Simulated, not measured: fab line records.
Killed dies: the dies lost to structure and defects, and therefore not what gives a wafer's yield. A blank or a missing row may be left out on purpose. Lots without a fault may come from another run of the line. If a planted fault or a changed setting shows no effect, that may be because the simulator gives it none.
fab line records | flow n5-finfet
record: lots: 12 wafers: 30 last-day: 18
route steps=1938 shown SD_EPI_P@312 ILD0@343 SDB@357 PASSIVATION@1936
lots untouched by any fault: they come from a run of this same line in which no faults occurred
start-h: the number of hours between the record's first day and the start of the first shown wafer of the lot | wait-h: hours from the lot's prior step to this one | " same as the row above | L1.1+2: a single row standing in for several wafers | - either no value or no given start | * or withheld: withheld | < > ~ a bound
route shown NAME@n: a module of which the file shows steps, and the number in the route of the first | usual: the fault-free wafers' mean and standard deviation | same: alike in all rows | chamber/n: place in a boat | sites: per-site readings | _std_site: standard deviation of those values | _edge_site: outer sites' mean less inner sites' | radius-mm: for every site, how far away it sits from the centre of the wafer | mask NAME#n: copy n | behind: the last tool/chamber to shape the wafer | hold: what put the lot on hold/how long, in hours/how the hold closed | device: transistor that didn't switch, given as n, p or np | end of line: tests of these same wafers at the route's end | for a step that has no rows: nothing shown but its recipe | killed: dies lost to structure and defects at the first sort, not the wafer's yield | map: a wafer's dies, marking killed ones x, the rest . and places with no die _
set.NAME: setting as actually run; set.NAME@STEP: the setting as run at that earlier step | model.NAME: the simulator's own value behind a step, which no gauge read
steps of the route over a sample of lots; a table a step, a row a wafer
services: the hour from which a tool's chamber was out of use, counted from the record's first day as start-h (under 0 if before that day), plus the number of hours and why
== steps ==
step: N5_SD_EPI_P_ETCH_16
recipe: chemistry: CHF3/O2 target: SiO2 target-depth-a: 50 mask-material: SOC pressure-mtorr: 30 source-w: 650 bias-w: 170 Ar_flow_sccm: 200 CHF3_flow_sccm: 50 O2_flow_sccm: 5 ion-energy-ev: 200
usual: drypump-motor-current-A: 5.7/0.4 oes-product-au: 0.75/0.055 rf-vpp-V: 523/12 showerhead-plenum-p-Torr: 2.39/0.073 throttle-valve-pct: 19.00/0.27
columns lot.wafer tool chamber start-h wait-h drypump-motor-current-A oes-product-au rf-hours-counter-h rf-vpp-V showerhead-plenum-p-Torr throttle-valve-pct
L588.2 rie-diel-02 3 53.79 0.1 5.3 0.88 46 532 2.46 18.74
L588.5 " 0 " " 5.6 0.68 - 529 2.49 18.89
L589.1 rie-diel-02 1 61.11 0.1 5.6 0.80 117 514 2.33 19.17
L589.6 " 0 " " 5.6 0.68 - 528 2.49 18.91
L590.2 rie-diel-01 0 65.74 0.1 6.4 0.77 135 541 2.40 18.62
L590.5 " 2 " " 6.1 0.78 - 526 2.50 18.55
L590.6 " 3 " " 6.1 0.76 - 509 2.30 19.30
L591.1 rie-diel-01 2 74.03 0.1 6.1 0.77 122 527 2.50 18.56
L591.6 " 0 " " 6.4 0.77 - 541 2.40 18.62
L593.1 rie-diel-03 1 85.60 0.1 5.1 0.69 199 516 2.39 19.28
L593.3 " 3 " " 5.2 0.76 124 502 2.33 19.02
L598.3 rie-diel-02 0 121.25 0.1 5.6 0.67 241 529 2.49 18.95
L598.4 " 3 " " 5.3 0.84 66 532 2.45 18.77
L603.1 rie-diel-02 3 145.02 0.1 5.4 0.84 72 531 2.45 18.78
L603.4 " 2 " " 5.8 0.75 139 519 2.42 18.97
L603.6 " 2 " " 5.9 0.75 - 520 2.42 18.98
L605.1 rie-diel-01 0 163.08 0.1 6.4 0.75 167 540 2.39 18.68
L605.6 " 2 " " 6.1 0.74 - 525 2.49 18.59
L606.1 rie-diel-01 3 164.67 0.1 6.1 0.73 193 510 2.29 19.38
L606.4 " 0 " " 6.4 0.75 168 542 2.39 18.68
L606.6 " 1 " " 5.3 0.76 - 544 2.29 18.95
L608.1 rie-diel-01 2 177.26 0.1 6.1 0.74 154 525 2.49 18.59
L608.2 " 1 " " 5.3 0.75 154 543 2.29 18.96
L608.5 " 2 " " 6.1 0.75 - 525 2.49 18.59
L610.1 rie-diel-02 1 187.68 0.1 5.6 0.76 154 513 2.32 19.25
L610.2 " 3 " " 5.4 0.82 86 531 2.44 18.80
L610.6 " 1 " " 5.6 0.76 - 513 2.32 19.23
L611.1 rie-diel-03 1 195.55 0.1 5.1 0.67 232 514 2.37 19.35
L611.3 " 0 " " 5.4 0.74 193 531 2.48 19.18
L611.5 " 1 " " 5.1 0.66 - 515 2.37 19.34
step: N5_ILD0_ALD_15
recipe: material: SiNx target-thk-a: 240 temp-c: 400 ald-precursor-family: SiH2I2 ald-co-reactant: N2/H2-plasma pulse-time-s: 1 ald-cycles: 480 purge-time-s: 2 co-reactant-purge-time-s: 2 pressure-torr: 2
usual: ald-cycles: 480/0 chamber-pressure-Torr: 2.001/0.0044 heater-power-w: 857/71 precursor-pulse-height-rel: 1.000/0.018
same: pulse-time-s: 1
columns lot.wafer tool chamber start-h wait-h ald-cycles chamber-pressure-Torr heater-power-w precursor-pulse-height-rel
L588.2 ald-sin-04 3 61.68 0.5 480 2.003 906 1.014
L588.5 " 3 62.76 1.2 480 2.002 879 0.985
L589.1 ald-sin-04 2 69.13 0.6 480 1.989 744 0.978
L589.6 " 2 70.22 1.1 480 1.997 751 0.990
L590.2 ald-sin-03 2 73.35 0.5 480 2.005 685 1.008
L590.5 " 3 74.44 1.2 480 1.999 860 1.011
L590.6 " 0 " " 480 2.006 906 0.970
L591.1 ald-sin-03 0 81.66 0.6 480 2.001 907 0.998
L591.6 " 0 82.75 1.1 480 2.005 906 0.981
L593.1 ald-sin-02 2 93.40 0.6 480 2.002 867 1.014
L593.3 " 1 " " 480 1.998 766 1.000
L598.3 ald-sin-04 2 128.84 0.4 224 1.998 701 0.968
L598.4 " 3 " " 224 2.004 868 1.029
L603.1 ald-sin-02 0 153.71 0.6 480 2.011 927 0.998
L603.4 " 2 " " 480 2.000 860 1.014
L603.6 " 3 154.79 1.1 480 2.004 898 0.987
L605.1 ald-sin-03 0 170.82 0.6 480 2.007 921 1.011
L605.6 " 0 171.90 1.1 480 2.000 909 1.006
L606.1 ald-sin-02 3 173.05 1.1 480 2.003 898 0.995
L606.4 " 1 " " 480 2.002 774 1.003
L606.6 " 3 174.14 1.2 480 2.002 925 0.983
L608.1 ald-sin-03 1 185.12 0.6 480 1.999 949 0.990
L608.2 " 2 " " 480 1.989 710 1.016
L608.5 " 1 186.20 1.2 480 1.998 938 0.998
L610.1 ald-sin-03 3 195.90 0.8 480 2.000 851 1.005
L610.2 " 1 " " 480 1.998 935 1.006
L610.6 " 1 196.99 1.1 480 2.004 967 0.978
L611.1 ald-sin-02 3 203.76 0.6 480 1.997 893 0.978
L611.3 " 1 " " 480 1.994 769 0.990
L611.5 " 1 204.85 1.2 480 1.996 789 1.044
step: N5_ILD0_CMP_12
recipe: stop-on: poly-Si material: SiNx t-overpolish-s: 6 post-cmp-clean: alkaline-brush down-force-psi: 2.5 platen-rpm: 51.8 pad-velocity-m-s: 1.0307 target-thk-nm: 17.67
usual: motor-current-A: 9.3/1 pad-life-wafers: 1252/620 time-to-endpoint-s: 28/4
columns lot.wafer tool chamber start-h wait-h motor-current-A pad-life-wafers time-to-endpoint-s
L588.2 cmp-04 2 64.09 1.3 7.9 913 24
L588.5 " 2 " " 7.6 - 24
L589.1 cmp-04 2 71.45 1.2 7.7 963 26
L589.6 " 3 " " 10.2 - 27
L590.2 cmp-02 3 75.63 1.2 8.1 650 34
L590.5 " 1 " " 9.7 - 25
L590.6 " 2 " " 9.0 - 38
L591.1 cmp-03 3 83.86 1.1 9.0 1560 30
L591.6 " 0 " " 9.0 - 30
L593.1 cmp-02 0 95.63 1.2 10.2 811 28
L593.3 " 2 " " 8.8 813 36
L598.3 cmp-03 3 131.04 1.1 8.7 1938 11
L598.4 " 1 " " 11.5 1940 11
L603.1 cmp-02 0 155.91 1.1 10.1 1314 25
L603.4 " 2 " " 8.7 1316 31
L603.6 " 0 " " 10.1 - 25
L605.1 cmp-03 3 173.13 1.2 8.6 81 30
L605.6 " 0 " " 8.4 - 25
L606.1 cmp-04 1 175.25 1.1 10.5 1734 23
L606.4 " 3 " " 9.1 1736 21
L606.6 " 1 " " 10.4 - 22
L608.1 cmp-03 0 187.32 1.1 8.1 180 27
L608.2 " 3 " " 8.7 183 29
L608.5 " 0 " " 8.3 - 28
L610.2 cmp-03 3 198.10 1.1 9.2 264 29
L610.1 " 2 " " 9.0 267 30
L610.6 " 3 " " 8.9 - 30
L611.1 cmp-03 0 206.00 1.2 8.4 325 24
L611.3 " 1 " " 11.2 326 25
L611.5 " 0 " " 8.6 - 26
step: N5_ILD0_THK_MEAS_13
usual: thk-nm: 17.7/1.5
columns lot.wafer tool chamber start-h wait-h thk-nm
L588.2 film-metro-01 - 64.35 - 15.8
L588.5 " - " " 16.3
L589.1 film-metro-01 - 71.63 - 15.9
L589.6 " - " " 18.0
L590.2 film-metro-01 - 75.84 - 18.8
L590.5 " - " " 16.5
L590.6 " - " " 20.2
L591.1 film-metro-01 - 84.16 - 17.9
L591.6 " - " " 18.3
L593.1 film-metro-02 - 95.89 - 17.9
L593.3 " - " " 19.3
L598.3 film-metro-02 - 131.33 - 11.2
L598.4 " - " " 11.3
L603.1 film-metro-02 - 156.20 - 16.4
L603.4 " - " " 18.2
L603.6 " - " " 16.8
L605.1 film-metro-02 - 173.31 - 19.1
L605.6 " - " " 18.0
L606.1 film-metro-02 - 175.55 - 16.8
L606.4 " - " " 17.2
L606.6 " - " " 15.9
L608.1 film-metro-02 - 187.61 - 16.8
L608.2 " - " " 18.7
L608.5 " - " " 16.7
L610.1 film-metro-01 - 198.39 - 19.3
L610.2 " - " " 19.4
L610.6 " - " " 19.2
L611.1 film-metro-01 - 206.26 - 16.8
L611.3 " - " " 15.9
L611.5 " - " " 16.0
step: N5_SDB_OVL_MEAS_12
recipe: points-per-wafer: 44
usual: SDB_OVL: -0.5/0.85
same: points-per-wafer: 44
columns lot.wafer tool chamber start-h wait-h SDB_OVL[nm]
L588.2 overlay-01 0 64.89 0.0 -1.1
L588.5 " 0 " " -1.2
L589.1 overlay-01 0 72.05 0.0 -1.6
L589.6 " 0 " " -1.6
L590.2 overlay-01 0 76.26 0.0 -1.2
L590.5 " 0 " " -1.0
L590.6 " 0 " " -1.9
L591.1 overlay-02 0 84.73 0.0 1.2
L591.6 " 0 " " 0.6
L593.1 overlay-01 0 96.44 0.0 -1.1
L593.3 " 0 " " -1.6
L598.3 overlay-01 0 131.88 0.0 -0.7
L598.4 " 0 " " 0.8
L603.1 overlay-01 0 156.75 0.0 -0.3
L603.4 " 0 " " 1.2
L603.6 " 0 " " -0.3
L605.1 overlay-02 0 173.73 0.0 -1.3
L605.6 " 0 " " -1.4
L606.1 overlay-02 0 177.20 0.0 -1.3
L606.4 " 0 " " -0.8
L606.6 " 0 " " -1.3
L608.1 overlay-01 0 188.15 0.0 -0.1
L608.2 " 0 " " 0.4
L608.5 " 0 " " 0.3
L610.1 overlay-02 0 198.82 0.0 -1.0
L610.2 " 0 " " -1.0
L610.6 " 0 " " 0.3
L611.1 overlay-01 0 206.83 0.0 -0.3
L611.3 " 0 " " -0.5
L611.5 " 0 " " -0.3
step: N5_SDB_INSPECT_13
recipe: mode: adi inspect-instrument: brightfield
usual: raw-defect-count: 69/27
columns lot.wafer tool chamber start-h wait-h raw-defect-count
L588.2 defect-inspect-01 - 64.92 0.0 58
L588.5 " - " " 77
L589.1 defect-inspect-02 - 72.07 0.0 110
L589.6 " - " " 69
L590.2 defect-inspect-02 - 76.29 0.0 81
L590.5 " - " " 174
L590.6 " - " " 61
L591.1 defect-inspect-02 - 84.75 0.0 51
L591.6 " - " " 44
L593.1 defect-inspect-02 - 96.46 0.0 121
L593.3 " - " " 97
L598.3 defect-inspect-01 - 131.90 0.0 109
L598.4 " - " " 143
L603.1 defect-inspect-02 - 156.77 0.0 29
L603.4 " - " " 76
L603.6 " - " " 29
L605.1 defect-inspect-02 - 173.75 0.0 77
L605.6 " - " " 115
L606.1 defect-inspect-02 - 177.23 0.0 54
L606.4 " - " " 53
L606.6 " - " " 37
L608.1 defect-inspect-02 - 188.18 0.0 98
L608.2 " - " " 57
L608.5 " - " " 67
L610.1 defect-inspect-02 - 198.84 0.0 89
L610.2 " - " " 58
L610.6 " - " " 66
L611.1 defect-inspect-02 - 206.85 0.0 89
L611.3 " - " " 66
L611.5 " - " " 66
step: N5_PASSIVATION_PROBE_49
usual: killed_at_M0_to_M3: 33/9.9 killed_at_M4_up: 15/5.6 killed-at-contacts: 13/5.7 killed-at-front-end: 38/12 killed-at-other: 4/3.1 killed-dies: 103/17 killed-on-rim: 13/4 killed-open: 66/13 killed-short: 32/7.8
same: gross-dies: 1180 killed-at-back-side: 0
columns lot.wafer tool chamber start-h wait-h killed_at_M0_to_M3 killed_at_M4_up killed-at-contacts killed-at-front-end killed-at-other killed-dies killed-on-rim killed-open killed-short
L588.2 prober-02 - 288.28 0.1 22 18 19 44 3 106 18 78 28
L588.5 prober-02 - 288.43 0.2 25 13 10 38 0 86 8 54 23
L589.1 prober-02 - 294.34 0.0 56 5 12 25 6 104 14 56 45
L589.6 prober-02 - 294.59 0.3 45 26 11 33 4 119 17 75 43
L593.1 prober-01 - 298.65 0.0 33 20 12 39 2 106 15 70 33
L593.3 prober-01 - 298.75 0.1 21 17 12 31 4 85 14 50 31
L590.2 prober-02 - 299.49 0.1 50 18 13 47 3 131 13 83 45
L590.5 prober-02 - 299.64 0.2 49 15 8 17 4 93 10 57 32
L590.6 prober-02 - 299.69 0.3 56 5 13 35 3 112 17 71 37
L591.1 prober-01 - 302.87 0.0 23 21 10 28 5 87 10 51 32
L591.6 prober-01 - 303.12 0.3 32 32 9 38 5 116 18 71 42
L598.3 prober-02 - 355.03 0.1 29 10 9 51 0 99 18 71 27
L598.4 prober-02 - 355.08 0.2 48 12 13 36 0 109 10 79 27
L603.1 prober-01 - 371.55 0.0 33 16 13 28 2 92 9 63 26
L603.4 prober-01 - 371.70 0.2 27 12 4 38 0 81 9 56 21
L603.6 prober-01 - 371.80 0.3 36 10 3 53 2 104 16 71 32
L605.1 prober-01 - 389.04 0.0 41 30 13 37 7 128 14 89 31
L605.6 prober-01 - 389.29 0.3 34 19 7 31 13 104 12 58 34
L606.1 prober-01 - 396.70 0.0 36 10 12 43 5 106 15 65 37
L606.4 prober-01 - 396.85 0.2 24 14 13 37 9 97 9 59 37
L606.6 prober-01 - 396.95 0.3 23 13 12 36 8 92 10 59 29
L608.1 prober-02 - 399.95 0.0 14 11 5 50 5 85 5 42 31
L608.2 prober-02 - 400.00 0.1 37 18 16 38 4 113 12 62 46
L608.5 prober-02 - 400.15 0.2 25 13 18 33 6 95 12 61 30
L610.1 prober-02 - 406.15 0.0 32 9 12 33 2 88 12 50 37
L610.2 prober-02 - 406.20 0.1 29 12 5 49 0 95 10 52 36
L610.6 prober-02 - 406.40 0.3 42 5 10 20 2 79 12 47 29
L611.1 prober-02 - 432.52 0.0 15 18 10 38 0 81 9 52 22
L611.3 prober-02 - 432.62 0.1 38 15 7 37 3 100 11 61 34
L611.5 prober-02 - 432.72 0.2 26 17 18 53 3 117 15 67 44
killed by level:class
L588.2 FIN_SAQP:geometric-particle:open=15 MOL_CONTACT_COAG:geometric-particle:open=14 BEOL_M4:geometric-particle:open=10 FIN_SAQP:geometric-particle:short=8 BEOL_M0_SAQP:geometric-particle:open=8 BEOL_M5:geometric-particle:open=6 STI_FIN_REVEAL:geometric-particle:open=5 GATE_CUT:geometric-particle:short=5
L588.5 BEOL_M0_SAQP:geometric-particle:open=8 STI_FIN_REVEAL:geometric-particle:open=8 MOL_CONTACT_COAG:geometric-particle:open=8 HKMG_FIN:area-etch=7 FIN_SAQP:geometric-particle:open=5 ILD0:geometric-particle:short=4 BEOL_M0_SAQP:geometric-particle:short=4 BEOL_M0:geometric-particle:open=4
L589.1 BEOL_M0_SAQP:geometric-particle:short=21 MOL_CONTACT_COAG:geometric-particle:open=10 BEOL_M0_SAQP:geometric-particle:open=10 BEOL_M1:geometric-particle:open=9 BEOL_M2:geometric-particle:open=6 STI_FIN_REVEAL:geometric-particle:open=5 ILD0:geometric-particle:short=4 GATE_CUT:geometric-particle:open=3
L589.6 BEOL_M0_SAQP:geometric-particle:short=13 BEOL_M4:geometric-particle:open=13 MOL_CONTACT_COAG:geometric-particle:open=10 BEOL_M1:geometric-particle:open=9 BEOL_M0_SAQP:geometric-particle:open=8 GATE_CUT:geometric-particle:open=6 BEOL_M5:geometric-particle:open=6 GATE_CUT:geometric-particle:short=5
L593.1 STI_FIN_REVEAL:geometric-particle:open=12 MOL_CONTACT_COAG:geometric-particle:open=11 BEOL_M0:geometric-particle:open=8 BEOL_M2:geometric-particle:open=7 FIN_SAQP:geometric-particle:open=6 BEOL_M0:geometric-particle:short=5 FIN_SAQP:geometric-particle:short=4 GATE_CUT:geometric-particle:short=4
L593.3 MOL_CONTACT_COAG:geometric-particle:open=9 FIN_SAQP:geometric-particle:open=6 DUMMY_GATE:geometric-particle:open=6 FIN_SAQP:geometric-particle:short=5 STARTING-WAFER:geometric-particle:short=5 GATE_CUT:geometric-particle:short=3 MOL_CONTACT_COAG:geometric-particle:short=3 BEOL_M0_SAQP:geometric-particle:short=3
L590.2 BEOL_M2:geometric-particle:open=13 STI_FIN_REVEAL:geometric-particle:open=11 BEOL_M1:geometric-particle:open=10 MOL_CONTACT_COAG:geometric-particle:open=8 BEOL_M0_SAQP:geometric-particle:short=8 FIN_SAQP:geometric-particle:open=6 FIN_SAQP:geometric-particle:short=6 MOL_CONTACT_COAG:geometric-particle:short=5
L590.5 BEOL_M0_SAQP:geometric-particle:short=13 BEOL_M2:geometric-particle:open=12 BEOL_M0_SAQP:geometric-particle:open=7 MOL_CONTACT_COAG:geometric-particle:open=5 BEOL_M3:geometric-particle:open=5 BEOL_M4:geometric-particle:open=4 FIN_SAQP:geometric-particle:open=3 STI_FIN_REVEAL:geometric-particle:open=3
L590.6 BEOL_M0_SAQP:geometric-particle:open=19 BEOL_M0_SAQP:geometric-particle:short=12 MOL_CONTACT_COAG:geometric-particle:open=11 BEOL_M2:geometric-particle:open=10 STI_FIN_REVEAL:geometric-particle:open=6 BEOL_M1:geometric-particle:open=5 BEOL_M3:geometric-particle:open=5 FIN_SAQP:geometric-particle:short=4
L591.1 FIN_SAQP:geometric-particle:short=9 MOL_CONTACT_COAG:geometric-particle:open=7 BEOL_M0_SAQP:geometric-particle:short=6 BEOL_M1:geometric-particle:open=6 BEOL_M4:geometric-particle:short=6 BEOL_M4:geometric-particle:open=6 DUMMY_GATE:geometric-particle:open=5 BEOL_M0_SAQP:geometric-particle:open=5
L591.6 BEOL_M4:geometric-particle:open=14 FIN_SAQP:geometric-particle:short=10 FIN_SAQP:geometric-particle:open=9 BEOL_M1:geometric-particle:open=8 BEOL_M4:geometric-particle:short=8 BEOL_M0_SAQP:geometric-particle:open=7 BEOL_M0_SAQP:geometric-particle:short=7 MOL_CONTACT_COAG:geometric-particle:open=6
L598.3 STI_FIN_REVEAL:geometric-particle:open=19 FIN_SAQP:geometric-particle:open=8 MOL_CONTACT_COAG:geometric-particle:open=7 BEOL_M0_SAQP:geometric-particle:open=7 BEOL_M1:geometric-particle:open=6 BEOL_M2:geometric-particle:open=6 FIN_SAQP:geometric-particle:short=5 DUMMY_GATE:geometric-particle:open=5
L598.4 STI_FIN_REVEAL:geometric-particle:open=14 MOL_CONTACT_COAG:geometric-particle:open=12 BEOL_M0_SAQP:geometric-particle:open=10 BEOL_M2:geometric-particle:open=9 BEOL_M0_SAQP:geometric-particle:short=8 BEOL_M3:geometric-particle:open=8 FIN_SAQP:geometric-particle:open=5 FIN_SAQP:geometric-particle:short=4
L603.1 MOL_CONTACT_COAG:geometric-particle:open=11 BEOL_M4:geometric-particle:open=10 STI_FIN_REVEAL:geometric-particle:open=8 BEOL_M1:geometric-particle:open=8 FIN_SAQP:geometric-particle:open=6 BEOL_M0_SAQP:geometric-particle:short=5 BEOL_M2:geometric-particle:open=5 BEOL_M3:geometric-particle:short=4
L603.4 FIN_SAQP:geometric-particle:open=10 BEOL_M1:geometric-particle:open=10 FIN_SAQP:geometric-particle:short=6 BEOL_M0_SAQP:geometric-particle:open=5 BEOL_M4:geometric-particle:open=5 BEOL_M0_SAQP:geometric-particle:short=4 BEOL_M3:geometric-particle:open=4 STI_FIN_REVEAL:geometric-particle:open=3
L603.6 STI_FIN_REVEAL:geometric-particle:open=18 FIN_SAQP:geometric-particle:open=10 BEOL_M1:geometric-particle:open=10 BEOL_M3:geometric-particle:open=7 GATE_CUT:geometric-particle:open=5 BEOL_M0_SAQP:geometric-particle:open=5 BEOL_M0_SAQP:geometric-particle:short=5 FIN_SAQP:geometric-particle:short=3
L605.1 BEOL_M4:geometric-particle:open=20 MOL_CONTACT_COAG:geometric-particle:open=12 STI_FIN_REVEAL:geometric-particle:open=11 BEOL_M0_SAQP:geometric-particle:short=9 BEOL_M0_SAQP:geometric-particle:open=8 BEOL_M3:geometric-particle:open=8 HKMG_FIN:area-etch=5 FIN_SAQP:geometric-particle:open=4
L605.6 BEOL_M4:geometric-particle:open=12 PASSIVATION:area-etch=9 BEOL_M0_SAQP:geometric-particle:open=8 FIN_SAQP:geometric-particle:open=6 BEOL_M3:geometric-particle:open=6 MOL_CONTACT_COAG:geometric-particle:open=5 STI_FIN_REVEAL:geometric-particle:open=4 BEOL_M0_SAQP:geometric-particle:short=4
L606.1 STI_FIN_REVEAL:geometric-particle:open=11 MOL_CONTACT_COAG:geometric-particle:open=10 FIN_SAQP:geometric-particle:short=8 BEOL_M2:geometric-particle:open=8 BEOL_M3:geometric-particle:open=6 BEOL_M0_SAQP:geometric-particle:open=5 GATE_CUT:geometric-particle:short=5 BEOL_M1:geometric-particle:open=5
L606.4 MOL_CONTACT_COAG:geometric-particle:open=12 BEOL_M3:geometric-particle:open=8 FIN_SAQP:geometric-particle:short=6 BEOL_M0_SAQP:geometric-particle:short=6 FIN_SAQP:geometric-particle:open=5 STI_FIN_REVEAL:geometric-particle:open=4 DUMMY_GATE:geometric-particle:open=4 GATE_CUT:geometric-particle:short=4
L606.6 FIN_SAQP:geometric-particle:open=11 MOL_CONTACT_COAG:geometric-particle:open=9 STI_FIN_REVEAL:geometric-particle:open=5 BEOL_M0_SAQP:geometric-particle:short=5 BEOL_M4:geometric-particle:open=5 FIN_SAQP:geometric-particle:short=4 BEOL_M0_SAQP:geometric-particle:open=4 PAD_METAL:geometric-particle:open=4
L608.1 FIN_SAQP:geometric-particle:open=12 FIN_SAQP:geometric-particle:short=10 HKMG_FIN:area-etch=8 BEOL_M3:geometric-particle:open=6 MOL_CONTACT_COAG:geometric-particle:open=4 BEOL_M0_SAQP:geometric-particle:short=4 STARTING-WAFER:geometric-particle:short=4 DUMMY_GATE:geometric-particle:short=3
L608.2 MOL_CONTACT_COAG:geometric-particle:open=13 FIN_SAQP:geometric-particle:short=9 BEOL_M0_SAQP:geometric-particle:short=9 FIN_SAQP:geometric-particle:open=8 BEOL_M3:geometric-particle:open=8 GATE_CUT:geometric-particle:short=6 BEOL_M4:geometric-particle:open=6 BEOL_M0:geometric-particle:open=5
L608.5 MOL_CONTACT_COAG:geometric-particle:open=17 FIN_SAQP:geometric-particle:open=11 BEOL_M3:geometric-particle:open=9 GATE_CUT:geometric-particle:short=6 BEOL_M0_SAQP:geometric-particle:short=6 BEOL_M5:geometric-particle:open=6 FIN_SAQP:geometric-particle:short=5 STARTING-WAFER:geometric-particle:open=3
L610.1 FIN_SAQP:geometric-particle:short=9 BEOL_M2:geometric-particle:open=9 MOL_CONTACT_COAG:geometric-particle:open=8 GATE_CUT:geometric-particle:short=7 BEOL_M0_SAQP:geometric-particle:short=6 BEOL_M3:geometric-particle:open=5 STI_FIN_REVEAL:geometric-particle:open=4 MOL_CONTACT_COAG:geometric-particle:short=4
L610.2 FIN_SAQP:geometric-particle:short=15 FIN_SAQP:geometric-particle:open=10 BEOL_M0_SAQP:geometric-particle:short=8 BEOL_M3:geometric-particle:open=8 STI_FIN_REVEAL:geometric-particle:open=6 BEOL_M0_SAQP:geometric-particle:open=5 BEOL_M4:geometric-particle:open=5 MOL_CONTACT_COAG:geometric-particle:open=4
L610.6 BEOL_M0_SAQP:geometric-particle:short=13 MOL_CONTACT_COAG:geometric-particle:open=9 BEOL_M3:geometric-particle:open=8 BEOL_M0_SAQP:geometric-particle:open=8 BEOL_M1:geometric-particle:open=5 FIN_SAQP:geometric-particle:open=3 GATE_CUT:geometric-particle:short=3 BEOL_M2:geometric-particle:open=3
L611.1 FIN_SAQP:geometric-particle:open=12 BEOL_M0_SAQP:geometric-particle:open=7 BEOL_M4:geometric-particle:open=7 MOL_CONTACT_COAG:geometric-particle:open=6 BEOL_M5:geometric-particle:open=6 FIN_SAQP:geometric-particle:short=5 STI_FIN_REVEAL:geometric-particle:open=5 DUMMY_GATE:geometric-particle:open=5
L611.3 BEOL_M0_SAQP:geometric-particle:open=12 BEOL_M0_SAQP:geometric-particle:short=9 FIN_SAQP:geometric-particle:short=8 STI_FIN_REVEAL:geometric-particle:open=7 MOL_CONTACT_COAG:geometric-particle:open=7 DUMMY_GATE:geometric-particle:open=6 BEOL_M1:geometric-particle:open=6 FIN_SAQP:geometric-particle:open=5
L611.5 FIN_SAQP:geometric-particle:open=15 FIN_SAQP:geometric-particle:short=11 MOL_CONTACT_COAG:geometric-particle:open=10 STI_FIN_REVEAL:geometric-particle:open=8 BEOL_M0:geometric-particle:open=8 MOL_CONTACT_COAG:geometric-particle:short=7 BEOL_M4:geometric-particle:short=6 STARTING-WAFER:geometric-particle:short=6
== services ==
columns tool chamber start-h hours kind
cmp-04 - 32.14 0.6 repair
cmp-02 - 35.74 2.4 repair
ald-sin-02 - 38.49 0.8 repair
cmp-04 - 44.06 3.6 repair
cmp-02 - 63.24 5.5 pm
cmp-03 - 76.25 1.8 repair
cmp-02 - 79.05 0.7 repair
ald-sin-04 - 87.26 14.0 pm
ald-sin-03 - 95.80 0.5 repair
cmp-02 - 96.29 1.2 repair
cmp-04 - 97.14 1.4 repair
rie-diel-03 3 101.29 10.9 repair
rie-diel-01 - 109.57 5.3 repair
rie-diel-01 1 126.45 15.1 repair
ald-sin-03 3 142.01 13.5 repair
cmp-04 - 143.74 5.2 repair
rie-diel-03 3 146.00 3.7 repair
cmp-03 - 148.19 4.0 pm
rie-diel-02 0 156.91 - clean
rie-diel-02 0 156.91 - consumable-replace:focus-ring
rie-diel-02 0 156.91 15.5 scheduled-down
ald-sin-04 - 188.60 1.9 repair
rie-diel-01 1 197.73 6.1 repair
ald-sin-04 2 200.11 3.1 repair
== key ==
first-sign: step: N5_ILD0_ALD_15 reading: ald-cycles direction: down sigmas: 99+ usual: * struck: *
effect: step: N5_ILD0_CMP_12 reading: time-to-endpoint-s direction: down sigmas: 4.3 usual: * struck: *
effect: step: N5_ILD0_THK_MEAS_13 reading: thk-nm direction: down sigmas: 4.4 usual: * struck: *
met-at N5_ILD0_ALD_15
struck-lots L598
struck-wafers L598.3,L598.4
tester-left-out L598
not-acting-at N5_SD_EPI_P_ETCH_16,N5_SDB_OVL_MEAS_12,N5_SDB_INSPECT_13
onset-between 69.13 128.84
fault: kind: process-parameter-drift tool: ald-sin-04 chamber: - onset-h: 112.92 steps: N5_ILD0_ALD_15 channel: ald-cycles offset: * shape: step end-h: 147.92 scope: struck-wafers-only acts-in: * stated: *
tester-left-out: of these lots the tester's yield and bins aren't shown, on N5 and GAA mostly nor the transistor test; their killed dies are dies lost to structure and defects alone, not to doping, threshold or leakage, so they don't give the yield
